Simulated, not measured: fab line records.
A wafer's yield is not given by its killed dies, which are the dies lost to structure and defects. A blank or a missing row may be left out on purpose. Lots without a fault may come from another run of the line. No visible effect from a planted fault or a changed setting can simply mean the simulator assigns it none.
The tool behind it: which one?	flow nandHarc	Sampling: 24 lots, 72 wafers, 6 of 1302 route steps

== WHAT THE GAUGES READ, wafer by wafer ==
No reading from a measuring or inspecting step in the record can be judged against a usual standard deviation.

== WHICH TOOL RAN EACH LOT (tool, then ch and the chambers of the sampled wafers, then the start) ==
lot	NHARC_A_STAIRCASE_TRIM_191	NHARC_A_STAIRCASE_ETCH_192	NHARC_A_STAIRCASE_ETCH_194	NHARC_A_STAIRCASE_TRIM_198	NHARC_A_STAIRCASE_TRIM_202	NHARC_A_STAIRCASE_STRIP_205
L074	rieDiel-01 ch 0,1, day 15 16:23 or earlier	rieDiel-01 ch 0,1,2, day 15 16:23 or earlier	rieDiel-01 ch 1,2,3, day 15 16:23 or earlier	rieDiel-07 ch 1,3, day 15 16:23 or earlier	rieDiel-07 ch 1,2,3, day 15 16:23 or earlier	plasmaAsher-02 ch 0,1, day 15 16:23
L075	rieDiel-13 ch 0,1, day 16 10:07 or earlier	rieDiel-13 ch 1,2, day 16 10:07 or earlier	rieDiel-13 ch 1,2, day 16 10:07 or earlier	rieDiel-01 ch 0,2,3, day 16 10:07 or earlier	rieDiel-01 ch 0,1,2, day 16 10:07 or earlier	plasmaAsher-02 ch 0,1, day 16 10:07
L076	rieDiel-07 ch 0,1,2, day 16 10:26 or earlier	rieDiel-07 ch 1,2, day 16 10:26 or earlier	rieDiel-07 ch 1,2, day 16 10:26 or earlier	rieDiel-07 ch 0,1,3, day 16 10:26 or earlier	rieDiel-07 ch 0,2, day 16 10:26 or earlier	plasmaAsher-01 ch 0,1, day 16 10:26
L077	rieDiel-07 ch 1,2,3, day 17 10:28 or earlier	rieDiel-07 ch 0,2, day 17 10:28 or earlier	rieDiel-07 ch 0,3, day 17 10:28 or earlier	rieDiel-01 ch 0,2, day 17 10:28 or earlier	rieDiel-01 ch 2,3, day 17 10:28 or earlier	plasmaAsher-01 ch 0,1, day 17 10:28
L078	rieDiel-07 ch 1,2, day 17 10:38 or earlier	rieDiel-07 ch 2,3, day 17 10:38 or earlier	rieDiel-07 ch 2,3, day 17 10:38 or earlier	rieDiel-01 ch 0,2,3, day 17 10:38 or earlier	rieDiel-01 ch 0,2,3, day 17 10:38 or earlier	plasmaAsher-02 ch 0,1, day 17 10:38
L079	rieDiel-07 ch 0,1,2, day 17 20:28 or earlier	rieDiel-07 ch 0,1,3, day 17 20:28 or earlier	rieDiel-07 ch 0,1,2, day 17 20:28 or earlier	rieDiel-13 ch 0,1,2, day 17 20:28 or earlier	rieDiel-13 ch 0,3, day 17 20:28 or earlier	plasmaAsher-02 ch 0,1, day 17 20:28
L081	rieDiel-07 ch 1,3, day 18 20:07 or earlier	rieDiel-07 ch 1,3, day 18 20:07 or earlier	rieDiel-07 ch 0,1,3, day 18 20:07 or earlier	rieDiel-01 ch 1,3, day 18 20:07 or earlier	rieDiel-01 ch 0,1, day 18 20:07 or earlier	plasmaAsher-01 ch 0,1, day 18 20:07
L080	rieDiel-13 ch 1,2,3, day 18 22:11 or earlier	rieDiel-13 ch 0,1, day 18 22:11 or earlier	rieDiel-13 ch 0,2,3, day 18 22:11 or earlier	rieDiel-13 ch 0,3, day 18 22:11 or earlier	rieDiel-13 ch 0,3, day 18 22:11 or earlier	plasmaAsher-01 ch 0,1, day 18 22:11
L082	rieDiel-01 ch 0,1,3, day 19 01:54 or earlier	rieDiel-01 ch 0,1, day 19 01:54 or earlier	rieDiel-01 ch 0,2,3, day 19 01:54 or earlier	rieDiel-07 ch 0,1,3, day 19 01:54 or earlier	rieDiel-07 ch 0,2, day 19 01:54 or earlier	plasmaAsher-01 ch 0,1, day 19 01:54
L084	rieDiel-07 ch 1,2,3, day 20 03:02 or earlier	rieDiel-07 ch 0,2,3, day 20 03:02 or earlier	rieDiel-07 ch 0,1,2, day 20 03:02 or earlier	rieDiel-13 ch 0,1,2, day 20 03:02 or earlier	rieDiel-13 ch 0,1,3, day 20 03:02 or earlier	plasmaAsher-01 ch 0,1, day 20 03:02
L083	rieDiel-01 ch 0,1,3, day 20 03:33 or earlier	rieDiel-01 ch 2,3, day 20 03:33 or earlier	rieDiel-01 ch 1,3, day 20 03:33 or earlier	rieDiel-01 ch 0,1,2, day 20 03:33 or earlier	rieDiel-01 ch 0,2,3, day 20 03:33 or earlier	plasmaAsher-01 ch 0,1, day 20 03:33
L085	rieDiel-13 ch 0,3, day 20 06:07 or earlier	rieDiel-13 ch 0,1, day 20 06:07 or earlier	rieDiel-13 ch 0,2,3, day 20 06:07 or earlier	rieDiel-07 ch 0,2,3, day 20 06:07 or earlier	rieDiel-07 ch 0,2, day 20 06:07 or earlier	plasmaAsher-01 ch 0,1, day 20 06:07
L086	rieDiel-13 ch 0,2, day 21 01:08 or earlier	rieDiel-13 ch 0,2, day 21 01:08 or earlier	rieDiel-13 ch 1,3, day 21 01:08 or earlier	rieDiel-01 ch 1,2,3, day 21 01:08 or earlier	rieDiel-01 ch 0,2, day 21 01:08 or earlier	plasmaAsher-02 ch 1, day 21 01:08
L087	rieDiel-13 ch 1,2, day 21 07:34 or earlier	rieDiel-13 ch 0,2,3, day 21 07:34 or earlier	rieDiel-13 ch 0,2,3, day 21 07:34 or earlier	rieDiel-07 ch 1,2, day 21 07:34 or earlier	rieDiel-07 ch 0,1, day 21 07:34 or earlier	plasmaAsher-02 ch 0,1, day 21 07:34
L089	rieDiel-07 ch 0,3, day 21 23:53 or earlier	rieDiel-07 ch 0,1,3, day 21 23:53 or earlier	rieDiel-07 ch 1,3, day 21 23:53 or earlier	rieDiel-07 ch 0,1, day 21 23:53 or earlier	rieDiel-07 ch 0,1,2, day 21 23:53 or earlier	plasmaAsher-02 ch 0,1, day 21 23:53
L088	rieDiel-13 ch 0,3, day 22 14:11 or earlier	rieDiel-13 ch 0,1, day 22 14:11 or earlier	rieDiel-13 ch 0,1,2, day 22 14:11 or earlier	rieDiel-01 ch 1,2,3, day 22 14:11 or earlier	rieDiel-01 ch 1,2,3, day 22 14:11 or earlier	plasmaAsher-02 ch 0,1, day 22 14:11
L091	rieDiel-01 ch 0,2, day 22 14:35 or earlier	rieDiel-01 ch 2,3, day 22 14:35 or earlier	rieDiel-01 ch 1,3, day 22 14:35 or earlier	rieDiel-07 ch 0,2, day 22 14:35 or earlier	rieDiel-07 ch 0,2, day 22 14:35 or earlier	plasmaAsher-01 ch 0,1, day 22 14:35
L090	rieDiel-07 ch 1,2,3, day 22 14:38 or earlier	rieDiel-07 ch 0,2,3, day 22 14:38 or earlier	rieDiel-07 ch 0,1,3, day 22 14:38 or earlier	rieDiel-01 ch 0,1,2, day 22 14:38 or earlier	rieDiel-01 ch 1,2,3, day 22 14:38 or earlier	plasmaAsher-02 ch 0,1, day 22 14:38
L092	rieDiel-01 ch 2,3, day 23 07:18 or earlier	rieDiel-01 ch 0,1, day 23 07:18 or earlier	rieDiel-01 ch 0,3, day 23 07:18 or earlier	rieDiel-01 ch 0,3, day 23 07:18 or earlier	rieDiel-01 ch 1,2,3, day 23 07:18 or earlier	plasmaAsher-02 ch 1, day 23 07:18
L093	rieDiel-07 ch 0,1, day 23 18:48 or earlier	rieDiel-07 ch 0,1,3, day 23 18:48 or earlier	rieDiel-07 ch 1,2,3, day 23 18:48 or earlier	rieDiel-07 ch 2,3, day 23 18:48 or earlier	rieDiel-07 ch 0,2,3, day 23 18:48 or earlier	plasmaAsher-02 ch 0,1, day 23 18:48
L094	rieDiel-13 ch 0,2,3, day 24 12:43 or earlier	rieDiel-13 ch 0,2,3, day 24 12:43 or earlier	rieDiel-13 ch 0,2, day 24 12:43 or earlier	rieDiel-13 ch 0,2,3, day 24 12:43 or earlier	rieDiel-13 ch 1,3, day 24 12:43 or earlier	plasmaAsher-02 ch 0,1, day 24 12:43
L096	rieDiel-13 ch 0,1,3, day 25 02:16 or earlier	rieDiel-13 ch 0,1,3, day 25 02:16 or earlier	rieDiel-13 ch 0,1,3, day 25 02:16 or earlier	rieDiel-13 ch 0,1,3, day 25 02:16 or earlier	rieDiel-13 ch 0,1,3, day 25 02:16 or earlier	plasmaAsher-01 ch 0,1, day 25 02:16
L095	rieDiel-01 ch 0,1,3, day 25 00:41 or earlier	rieDiel-01 ch 1,2,3, day 25 00:41 or earlier	rieDiel-01 ch 1,2,3, day 25 00:41 or earlier	rieDiel-01 ch 0,1,3, day 25 00:41 or earlier	rieDiel-01 ch 0,1,3, day 25 00:41 or earlier	plasmaAsher-02 ch 0,1, day 25 00:41
L097	rieDiel-01 ch 0,2,3, day 25 14:25 or earlier	rieDiel-01 ch 0,2,3, day 25 14:25 or earlier	rieDiel-01 ch 0,2,3, day 25 14:25 or earlier	rieDiel-01 ch 0,1,3, day 25 14:25 or earlier	rieDiel-01 ch 0,2,3, day 25 14:25 or earlier	plasmaAsher-02 ch 0,1, day 25 14:25
- NHARC_A_STAIRCASE_TRIM_191: chemistry O2, time 211.2 s.
- NHARC_A_STAIRCASE_ETCH_192: etches the open film in C4F8/O2, target depth 100 nm, time 40.5 s.
- NHARC_A_STAIRCASE_ETCH_194: etches the open film in C4F8/O2, target depth 100 nm, time 40.5 s.
- NHARC_A_STAIRCASE_TRIM_198: chemistry O2, time 211.2 s.
- NHARC_A_STAIRCASE_TRIM_202: chemistry O2, time 211.2 s.
- NHARC_A_STAIRCASE_STRIP_205: strips in O2.

== AS READ BY THE TOOLS THEMSELVES (means over the sampled wafers that have a number; for cases with no such wafer, the mark the record gives instead) ==
NHARC_A_STAIRCASE_TRIM_191.
lot	tool	drypumpMotorCurrentA (A)	oesProductAu (a.u.)	rfVppV (V)	showerheadPlenumPTorr (Torr)	throttleValvePct (%)
L074	rieDiel-01	5.3	1.002	57.8	3.48	17.033
L075	rieDiel-13	5.6	1.015	56.9	3.48	17.035
L076	rieDiel-07	6.0	1.001	58.0	3.58	17.027
L077	rieDiel-07	5.8	1.018	58.1	3.52	17.037
L078	rieDiel-07	6.3	1.017	58.0	3.56	17.040
L079	rieDiel-07	6.0	1.009	57.8	3.58	17.041
L081	rieDiel-07	5.8	1.009	57.7	3.57	17.041
L080	rieDiel-13	5.9	1.010	57.4	3.45	17.044
L082	rieDiel-01	5.6	1.002	57.9	3.45	17.044
L084	rieDiel-07	5.8	1.003	57.0	3.51	17.033
L083	rieDiel-01	5.6	1.015	58.0	3.45	17.035
L085	rieDiel-13	5.7	1.006	57.6	3.52	17.033
L086	rieDiel-13	5.7	0.993	57.4	3.47	17.037
L087	rieDiel-13	5.9	1.003	57.2	3.43	17.033
L089	rieDiel-07	5.4	1.008	57.7	3.60	17.041
L088	rieDiel-13	5.7	0.987	58.9	3.51	17.036
L091	rieDiel-01	5.6	1.014	58.0	3.47	17.041
L090	rieDiel-07	5.8	1.001	57.5	3.50	17.029
L092	rieDiel-01	5.5	1.011	57.7	3.47	17.028
L093	rieDiel-07	5.8	1.005	58.0	3.63	17.033
L094	rieDiel-13	5.8	0.984	57.8	3.47	17.049
L096	rieDiel-13	5.8	0.994	58.2	3.46	17.046
L095	rieDiel-01	5.6	1.014	57.9	3.43	17.037
L097	rieDiel-01	5.7	1.017	57.3	3.44	17.037

NHARC_A_STAIRCASE_ETCH_192.
lot	tool	oesProductAu (a.u.)	rfVppV (V)
L074	rieDiel-01	0.940	894.0
L075	rieDiel-13	0.951	892.5
L076	rieDiel-07	0.955	894.9
L077	rieDiel-07	0.928	895.3
L078	rieDiel-07	0.944	894.5
L079	rieDiel-07	0.945	898.2
L081	rieDiel-07	0.953	896.1
L080	rieDiel-13	0.963	894.3
L082	rieDiel-01	0.955	892.2
L084	rieDiel-07	0.945	896.4
L083	rieDiel-01	0.955	894.4
L085	rieDiel-13	0.960	894.4
L086	rieDiel-13	0.936	895.2
L087	rieDiel-13	0.932	893.7
L089	rieDiel-07	0.951	897.6
L088	rieDiel-13	0.945	892.4
L091	rieDiel-01	0.949	893.6
L090	rieDiel-07	0.947	896.2
L092	rieDiel-01	0.936	893.0
L093	rieDiel-07	0.954	898.3
L094	rieDiel-13	0.949	893.3
L096	rieDiel-13	0.928	893.5
L095	rieDiel-01	0.935	893.2
L097	rieDiel-01	0.955	892.3

NHARC_A_STAIRCASE_ETCH_194.
lot	tool	oesProductAu (a.u.)	rfVppV (V)
L074	rieDiel-01	0.932	895.2
L075	rieDiel-13	0.949	892.8
L076	rieDiel-07	0.962	897.1
L077	rieDiel-07	0.935	896.9
L078	rieDiel-07	0.933	894.4
L079	rieDiel-07	0.943	898.4
L081	rieDiel-07	0.955	898.7
L080	rieDiel-13	0.943	894.8
L082	rieDiel-01	0.962	892.7
L084	rieDiel-07	0.940	897.2
L083	rieDiel-01	0.947	894.0
L085	rieDiel-13	0.933	895.6
L086	rieDiel-13	0.952	893.5
L087	rieDiel-13	0.938	894.2
L089	rieDiel-07	0.951	897.0
L088	rieDiel-13	0.937	893.3
L091	rieDiel-01	0.941	892.9
L090	rieDiel-07	0.944	898.2
L092	rieDiel-01	0.965	893.4
L093	rieDiel-07	0.956	895.6
L094	rieDiel-13	0.943	893.4
L096	rieDiel-13	0.926	892.9
L095	rieDiel-01	0.944	894.0
L097	rieDiel-01	0.968	893.0

NHARC_A_STAIRCASE_TRIM_198.
lot	tool	drypumpMotorCurrentA (A)	oesProductAu (a.u.)	rfVppV (V)	showerheadPlenumPTorr (Torr)	throttleValvePct (%)
L074	rieDiel-07	5.9	1.013	57.7	3.58	17.039
L075	rieDiel-01	5.7	1.018	57.3	3.47	17.039
L076	rieDiel-07	5.6	1.010	58.1	3.60	17.030
L077	rieDiel-01	5.6	1.016	57.2	3.49	17.033
L078	rieDiel-01	5.8	1.017	57.8	3.47	17.038
L079	rieDiel-13	5.7	1.001	57.2	3.48	17.029
L081	rieDiel-01	5.4	1.005	58.1	3.48	17.034
L080	rieDiel-13	5.7	1.005	58.0	3.53	17.032
L082	rieDiel-07	5.6	1.008	58.1	3.59	17.039
L084	rieDiel-13	5.7	1.008	57.7	3.47	17.034
L083	rieDiel-01	5.4	1.007	57.2	3.47	17.036
L085	rieDiel-07	5.6	0.998	57.1	3.53	17.039
L086	rieDiel-01	5.2	0.997	57.4	3.48	17.038
L087	rieDiel-07	6.3	1.018	58.7	3.55	17.028
L089	rieDiel-07	5.8	0.999	58.3	3.63	17.038
L088	rieDiel-01	5.2	0.998	57.6	3.48	17.042
L091	rieDiel-07	5.8	1.011	58.0	3.58	17.032
L090	rieDiel-01	5.4	1.007	57.2	3.46	17.036
L092	rieDiel-01	6.1	1.029	57.6	3.40	17.035
L093	rieDiel-07	5.4	1.003	57.8	3.46	17.031
L094	rieDiel-13	5.9	0.986	57.2	3.47	17.046
L096	rieDiel-13	5.8	0.989	57.5	3.46	17.029
L095	rieDiel-01	5.6	1.006	57.4	3.43	17.033
L097	rieDiel-01	5.6	1.018	58.1	3.43	17.033

NHARC_A_STAIRCASE_TRIM_202.
lot	tool	drypumpMotorCurrentA (A)	oesProductAu (a.u.)	rfVppV (V)	showerheadPlenumPTorr (Torr)	throttleValvePct (%)
L074	rieDiel-07	5.8	1.013	57.7	3.53	17.044
L075	rieDiel-01	5.5	1.009	58.0	3.48	17.031
L076	rieDiel-07	5.7	1.006	58.3	3.60	17.039
L077	rieDiel-01	5.5	1.013	57.7	3.49	17.031
L078	rieDiel-01	5.7	1.018	57.7	3.47	17.036
L079	rieDiel-13	5.7	1.003	58.4	3.53	17.033
L081	rieDiel-01	5.8	1.013	57.1	3.43	17.038
L080	rieDiel-13	5.7	1.002	57.8	3.53	17.043
L082	rieDiel-07	5.7	1.000	57.8	3.59	17.040
L084	rieDiel-13	5.8	1.001	58.3	3.48	17.036
L083	rieDiel-01	5.7	1.014	56.8	3.46	17.036
L085	rieDiel-07	6.0	0.988	57.7	3.51	17.036
L086	rieDiel-01	5.9	1.016	56.5	3.43	17.035
L087	rieDiel-07	5.8	1.016	58.5	3.64	17.034
L089	rieDiel-07	6.0	1.003	58.0	3.56	17.037
L088	rieDiel-01	5.2	1.003	57.7	3.48	17.041
L091	rieDiel-07	6.0	1.008	57.9	3.50	17.039
L090	rieDiel-01	5.2	1.004	57.3	3.48	17.035
L092	rieDiel-01	5.2	0.989	57.2	3.47	17.037
L093	rieDiel-07	5.6	1.004	57.5	3.52	17.038
L094	rieDiel-13	6.1	0.988	57.3	3.44	17.040
L096	rieDiel-13	5.8	0.992	57.8	3.46	17.042
L095	rieDiel-01	5.6	1.013	57.8	3.43	17.039
L097	rieDiel-01	5.7	1.014	57.9	3.44	17.039

NHARC_A_STAIRCASE_STRIP_205.
lot	tool	drypumpMotorCurrentA (A)	heaterPowerW (W)
L074	plasmaAsher-02	6.0	347
L075	plasmaAsher-02	5.9	316
L076	plasmaAsher-01	5.2	326
L077	plasmaAsher-01	5.3	345
L078	plasmaAsher-02	6.0	345
L079	plasmaAsher-02	5.9	318
L081	plasmaAsher-01	5.2	328
L080	plasmaAsher-01	5.3	340
L082	plasmaAsher-01	5.3	344
L084	plasmaAsher-01	5.2	344
L083	plasmaAsher-01	5.3	344
L085	plasmaAsher-01	5.3	343
L086	plasmaAsher-02	6.2	372
L087	plasmaAsher-02	6.0	338
L089	plasmaAsher-02	6.1	337
L088	plasmaAsher-02	6.0	339
L091	plasmaAsher-01	5.3	342
L090	plasmaAsher-02	5.9	310
L092	plasmaAsher-02	6.2	374
L093	plasmaAsher-02	5.9	311
L094	plasmaAsher-02	5.9	309
L096	plasmaAsher-01	5.3	328
L095	plasmaAsher-02	5.9	312
L097	plasmaAsher-02	5.9	311

== THE ANSWER, worked out from the rows above alone ==
Rule: what is usual is taken from the lots themselves. Put in order of their means at a reading, lots are off if they are a third of the lots or fewer, leave a main group of 4 or more, and stand apart from it by a gap of 3 or more times the standard deviation of the main group's means; of several such gaps the widest counts. A main group is skipped when, at the precision printed for the reading in the tables above, its means are all equal. A lot without any number at a reading at which 4 lots or more have one is off too. The other lots that the step has rows for count as sound. After the gauges, taken in route order, come the tools' own readings; for these a lot's mean is taken, as printed above. At the first step where some lot is off, the reading lying furthest off is the one used; lots without a number count as furthest.
No lot is off at any reading shown: from this, nothing can be told.

== WHAT THE SIMULATOR HAD PUT IN ==
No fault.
